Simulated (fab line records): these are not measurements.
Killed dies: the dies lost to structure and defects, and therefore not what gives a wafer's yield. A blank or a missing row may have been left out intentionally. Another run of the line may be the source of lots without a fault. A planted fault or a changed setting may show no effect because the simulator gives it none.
Comparing a struck lot with a sound one + flow nandHarc + 43 out of 1302 route steps
Sound: the wafers L542.2, L542.4, L542.5. Wafers struck: L546.1, L546.4, L546.6. The cause is named last.
For every step that has rows: the tool of each side, followed by ch and its chambers, followed by its first start. Under that, the readings that differ: sound wafers + struck wafers + difference of the means + sigmas: that difference in standard deviations of wafers without a fault.
alike: readings whose means differ by less than 2 such deviations, and words and numbers that are the same on both sides. not compared: withheld readings, readings that some wafer has no value for, bounds like >300 that may hide the same value, and numbers for which the record gives no deviation and whose values overlap.
The two part at a step that has a row with sigmas, a row that says differs or no value, or rows on one side only. When numbers do not overlap yet have no deviation, they are printed without sigmas and do not part them. A reading that every wafer of one side lacks parts them only if that side has two wafers or more.

first, 3 steps without rows for these wafers: NHARC_A_CONTACT_EXPOSE_39 (exposes mask A CC 3); NHARC_A_CONTACT_PEB_40 (peb time 65 s); NHARC_A_CONTACT_DEVELOP_41 (develop time 35 s).
NHARC_A_CONTACT_CD_MEAS_42: the cd target is 300 nm.
  sound on cdSem-03 ch 0, day 21 23:35; struck on cdSem-01 ch 0, day 24 02:53
  alike: cdNm
NHARC_A_CONTACT_OVL_MEAS_43:
  struck on overlay-02, day 24 02:58; sound on overlay-01, day 21 23:40
| reading         | sound          | struck      | difference | sigmas |
|-----------------|----------------|-------------|------------|--------|
| overlayXNm (nm) | -0.9 -0.6 -0.6 | 1.1 1.2 1.0 | +1.8       | +2     |
| overlayYNm (nm) | -0.5 -1.3 -0.9 | 1.2 1.3 1.5 | +2.2       | +2     |
NHARC_A_CONTACT_INSPECT_44:
  struck on defectInspect-02, day 24 03:01; sound on defectInspect-01, day 21 23:43
  alike: rawDefectCount
then, 6 steps without rows for these wafers: NHARC_A_CONTACT_DESCUM_47 (chemistry O2, time 3 s); NHARC_A_CONTACT_ETCH_48 (etches the open film in CF4, target depth 39 nm, time 65 s); NHARC_A_CONTACT_ETCH_49 (etches the open film in N2/H2, target depth 260 nm, time 475.3 s); NHARC_A_CONTACT_ETCH_50 (etches the open film in CF4/CHF3, target depth 121 nm, time 60.5 s); NHARC_A_CONTACT_ETCH_51 (etches the open film in O2/COS, target depth 7000 nm, time 1820 s); NHARC_A_CONTACT_ETCH_111 (etches the open film in C4F8/O2/Ar, time 140 s, target depth 700 nm).
NHARC_A_CONTACT_ETCH_112: etches the open film in C4F8/O2/Ar, time 190 s, target depth 1850 nm.
  sound on harCapEtch-02 ch 0, day 22 01:51; struck on harCapEtch-02 ch 0,1, day 24 05:08
  not compared: rfHoursCounterH
then, 1 step without rows for these wafers: NHARC_A_CONTACT_ETCH_113 (etches the open film in C4F8/O2/Ar, time 190 s, target depth 1850 nm).
NHARC_A_CONTACT_ETCH_114: etches the open film in C4F8/O2/Ar, time 190 s, target depth 1850 nm.
  sound on harCapEtch-02 ch 0, day 22 02:11; struck on harCapEtch-02 ch 0,1, day 24 05:29
  not compared: rfHoursCounterH
NHARC_A_CONTACT_ETCH_115: etches the open film in C4F8/O2/Ar, time 190 s, target depth 1850 nm.
  sound on harCapEtch-02 ch 0, day 22 02:22; struck on harCapEtch-02 ch 0,1, day 24 05:39
  not compared: rfHoursCounterH
then, 1 step without rows for these wafers: NHARC_A_CONTACT_ETCH_116 (etches the open film in C4F8/O2/Ar, time 190 s, target depth 1850 nm).
NHARC_A_CONTACT_ETCH_117: etches the open film in C4F8/O2/Ar, time 190 s, target depth 1850 nm.
  sound on harCapEtch-02 ch 0, day 22 02:42; struck on harCapEtch-02 ch 0,1, day 24 05:59
  not compared: rfHoursCounterH
then, 1 step without rows for these wafers: NHARC_A_CONTACT_ETCH_118 (etches the open film in C4F8/O2/Ar, time 190 s, target depth 1850 nm).
NHARC_A_CONTACT_ETCH_119: etches the open film in C4F8/O2/Ar, time 190 s, target depth 1850 nm.
  sound on harCapEtch-02 ch 0, day 22 03:02; struck on harCapEtch-02 ch 0,1, day 24 06:20
  not compared: rfHoursCounterH
then, 1 step without rows for these wafers: NHARC_A_CONTACT_ETCH_120 (etches the open film in C4F8/O2/Ar, time 190 s, target depth 1850 nm).
NHARC_A_CONTACT_ETCH_121: etches the open film in C4F8/O2/Ar, time 190 s, target depth 1850 nm.
  sound on harCapEtch-02 ch 0, day 22 03:23; struck on harCapEtch-02 ch 0,1, day 24 06:41
  not compared: rfHoursCounterH
then, 4 steps without rows for these wafers: NHARC_A_CONTACT_ETCH_122 (etches the open film in C4F8/O2/Ar, time 190 s, target depth 1850 nm); NHARC_A_CONTACT_ETCH_123 (etches the open film in C4F8/O2/Ar, time 490 s, target depth 2110 nm); NHARC_A_CONTACT_ETCH_90 (etches the open film in CH3F/O2, target depth 40 nm, time 85.7 s); NHARC_A_CONTACT_ETCH_96 (etches the open film in C4F6/O2, target depth 20 nm, time 10 s).
NHARC_A_CONTACT_CD_MEAS_53:
  struck on cdSem-02, day 24 08:11; sound on cdSem-03, day 22 04:53
  alike: cdNm
then, 15 steps without rows for these wafers: NHARC_A_CONTACT_STRIP_99 (strips in N2/H2); NHARC_A_CONTACT_STRIP_100 (strips in CF4/CHF3); NHARC_A_CONTACT_STRIP_101 (strips in O2/COS); NHARC_A_CONTACT_ETCH_102 (etches the open film in CF4/O2, target depth 100 nm, overetch 10 nm, time 55 s); NHARC_A_CONTACT_STRIP_55 (strips in O2); NHARC_A_CONTACT_STRIP_56 (strips in post etch residue remover, time 600 s); NHARC_A_CONTACT_DEP_57 (deposits aC, target thk 5300 nm); NHARC_A_CONTACT_DEP_58 (deposits SiON, target thk 90 nm); NHARC_A_CONTACT_DEHYDRATE_59 (time 120 s); NHARC_A_CONTACT_HMDS_60 (time 30 s); NHARC_A_CONTACT_COAT_61 (time 75 s); NHARC_A_CONTACT_COAT_62 (time 65 s); NHARC_A_CONTACT_COAT_63 (resist thk 90 nm); NHARC_A_CONTACT_SOFTBAKE_64 (time 55 s); NHARC_A_CONTACT_EBR_65.
-- the record jumps here: 3 days lie between the struck wafers' starts before and after (it left off in module A_CONTACT and takes up again in module END, whose first step shown is number 1302 of the route) --
NHARC_END_SORT_01:
  here the record holds rows for the struck wafers (prober-02 ch 0, day 27 00:21) but none for the sound ones

== WHERE THEY PART ==
Last at NHARC_END_SORT_01 as far as this record goes, first at NHARC_A_CONTACT_OVL_MEAS_43.

WHY: whatever the simulator had introduced
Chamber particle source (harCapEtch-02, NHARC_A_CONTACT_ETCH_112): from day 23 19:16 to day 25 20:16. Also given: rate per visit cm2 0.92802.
